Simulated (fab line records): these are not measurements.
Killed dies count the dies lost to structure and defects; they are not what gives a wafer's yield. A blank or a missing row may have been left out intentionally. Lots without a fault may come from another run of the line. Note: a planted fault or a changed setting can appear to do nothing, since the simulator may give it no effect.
Split-lot experiment / flow n5_finfet / 21 wafers read across 7 lots, on a route 1938 steps long

== ON THE SPLIT ==
At N5_BEOL_M13_COAT_22 (resist thk 300 nm), the setting spin_rpm was moved away from the recipe's 2888 rpm on 6 of the 21 wafers read, by -8.8% to +11.1%. All remaining wafers had this setting at the recipe value.

The reading comes from the split's own step.

== THE READING ==
coat_of_BEOL_M13_COAT_22.thk_nm (the simulator's own value, which no gauge read), in nm, at N5_BEOL_M13_COAT_22 (resist thk 300 nm). The file does not state a usual value for it. Average 300.1 nm, standard deviation 0.55 nm, over the 15 wafers here run with the recipe.

wafer=L075.1; tool, chamber at the split=litho_track-05, 0; spin_rpm as run, rpm=2888; against the recipe=recipe; coat_of_BEOL_M13_COAT_22.thk_nm, nm=299.6; against lot-mates on the recipe=-
wafer=L075.3; tool, chamber at the split=litho_track-05, 0; spin_rpm as run, rpm=3209; against the recipe=+11.1%; coat_of_BEOL_M13_COAT_22.thk_nm, nm=285.2; against lot-mates on the recipe=-14.4
wafer=L075.4; tool, chamber at the split=litho_track-05, 0; spin_rpm as run, rpm=3209; against the recipe=+11.1%; coat_of_BEOL_M13_COAT_22.thk_nm, nm=284.6; against lot-mates on the recipe=-15.0
wafer=L079.1; tool, chamber at the split=litho_track-05, 0; spin_rpm as run, rpm=2888; against the recipe=recipe; coat_of_BEOL_M13_COAT_22.thk_nm, nm=299.6; against lot-mates on the recipe=-
wafer=L079.3; tool, chamber at the split=litho_track-05, 0; spin_rpm as run, rpm=2888; against the recipe=recipe; coat_of_BEOL_M13_COAT_22.thk_nm, nm=300.2; against lot-mates on the recipe=-
wafer=L079.5; tool, chamber at the split=litho_track-05, 0; spin_rpm as run, rpm=2888; against the recipe=recipe; coat_of_BEOL_M13_COAT_22.thk_nm, nm=300.8; against lot-mates on the recipe=-
wafer=L081.2; tool, chamber at the split=litho_track-05, 0; spin_rpm as run, rpm=2633; against the recipe=-8.8%; coat_of_BEOL_M13_COAT_22.thk_nm, nm=314; against lot-mates on the recipe=+14.5
wafer=L081.4; tool, chamber at the split=litho_track-05, 0; spin_rpm as run, rpm=2888; against the recipe=recipe; coat_of_BEOL_M13_COAT_22.thk_nm, nm=299; against lot-mates on the recipe=-
wafer=L081.6; tool, chamber at the split=litho_track-05, 0; spin_rpm as run, rpm=2888; against the recipe=recipe; coat_of_BEOL_M13_COAT_22.thk_nm, nm=300; against lot-mates on the recipe=-
wafer=L083.1; tool, chamber at the split=litho_track-05, 0; spin_rpm as run, rpm=2697; against the recipe=-6.6%; coat_of_BEOL_M13_COAT_22.thk_nm, nm=310.4; against lot-mates on the recipe=+9.8
wafer=L083.4; tool, chamber at the split=litho_track-05, 0; spin_rpm as run, rpm=2888; against the recipe=recipe; coat_of_BEOL_M13_COAT_22.thk_nm, nm=300.6; against lot-mates on the recipe=-
wafer=L083.5; tool, chamber at the split=litho_track-05, 0; spin_rpm as run, rpm=2697; against the recipe=-6.6%; coat_of_BEOL_M13_COAT_22.thk_nm, nm=311.4; against lot-mates on the recipe=+10.8
wafer=L087.1; tool, chamber at the split=litho_track-04, 0; spin_rpm as run, rpm=2888; against the recipe=recipe; coat_of_BEOL_M13_COAT_22.thk_nm, nm=299.8; against lot-mates on the recipe=-
wafer=L087.2; tool, chamber at the split=litho_track-04, 0; spin_rpm as run, rpm=2739; against the recipe=-5.2%; coat_of_BEOL_M13_COAT_22.thk_nm, nm=308; against lot-mates on the recipe=+7.9
wafer=L087.3; tool, chamber at the split=litho_track-04, 0; spin_rpm as run, rpm=2888; against the recipe=recipe; coat_of_BEOL_M13_COAT_22.thk_nm, nm=300.4; against lot-mates on the recipe=-
wafer=L085.1; tool, chamber at the split=litho_track-05, 0; spin_rpm as run, rpm=2888; against the recipe=recipe; coat_of_BEOL_M13_COAT_22.thk_nm, nm=299.4; against lot-mates on the recipe=-
wafer=L085.2; tool, chamber at the split=litho_track-05, 0; spin_rpm as run, rpm=2888; against the recipe=recipe; coat_of_BEOL_M13_COAT_22.thk_nm, nm=300.2; against lot-mates on the recipe=-
wafer=L085.6; tool, chamber at the split=litho_track-05, 0; spin_rpm as run, rpm=2888; against the recipe=recipe; coat_of_BEOL_M13_COAT_22.thk_nm, nm=299.6; against lot-mates on the recipe=-
wafer=L097.1; tool, chamber at the split=litho_track-04, 0; spin_rpm as run, rpm=2888; against the recipe=recipe; coat_of_BEOL_M13_COAT_22.thk_nm, nm=301; against lot-mates on the recipe=-
wafer=L097.3; tool, chamber at the split=litho_track-04, 0; spin_rpm as run, rpm=2888; against the recipe=recipe; coat_of_BEOL_M13_COAT_22.thk_nm, nm=300.6; against lot-mates on the recipe=-
wafer=L097.5; tool, chamber at the split=litho_track-04, 0; spin_rpm as run, rpm=2888; against the recipe=recipe; coat_of_BEOL_M13_COAT_22.thk_nm, nm=300.4; against lot-mates on the recipe=-

FIT RESULTS
A straight line over all 21 wafers: coat_of_BEOL_M13_COAT_22.thk_nm changes by -1.46 nm for each +1% of spin_rpm; r = -0.99; the points scatter about the line by 0.71 nm.
The same after taking each lot's own level away (the mean of its wafers on the recipe; 21 wafers): -1.44 nm for each +1%; r = -1.00; scatter 0.68 nm.
Per that fit: largest spin_rpm move, reading shift of 16 nm.
Measured against the standard deviation above, the lots' own levels, which go from 299.50 to 300.67 nm, span 2.1 times it.
The two slopes agree, so the slope changes little with the lot-to-lot level.
Check: for one of the wafers moved furthest among these (+11.1%), held out of the fit, the line's prediction against its lot-mates is -16.3 nm. Against them it came out at -14.4 nm.

== FURTHER SPLITS ON THESE WAFERS ==
These wafers also went through other splits before the reading. Each is held against what the fit with the lots' levels taken away leaves over:
other split on the same wafers=N5_BEOL_M11_COAT_59 spin_rpm; wafers away from the commonest value=4; r with coat_of_BEOL_M13_COAT_22.thk_nm (lot level and that fit taken away)=-0.11

== FILE'S OWN FIT ==
coat_of_BEOL_M13_COAT_22.thk_nm changes by -1.47 nm for each +1% of spin_rpm, r = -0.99.
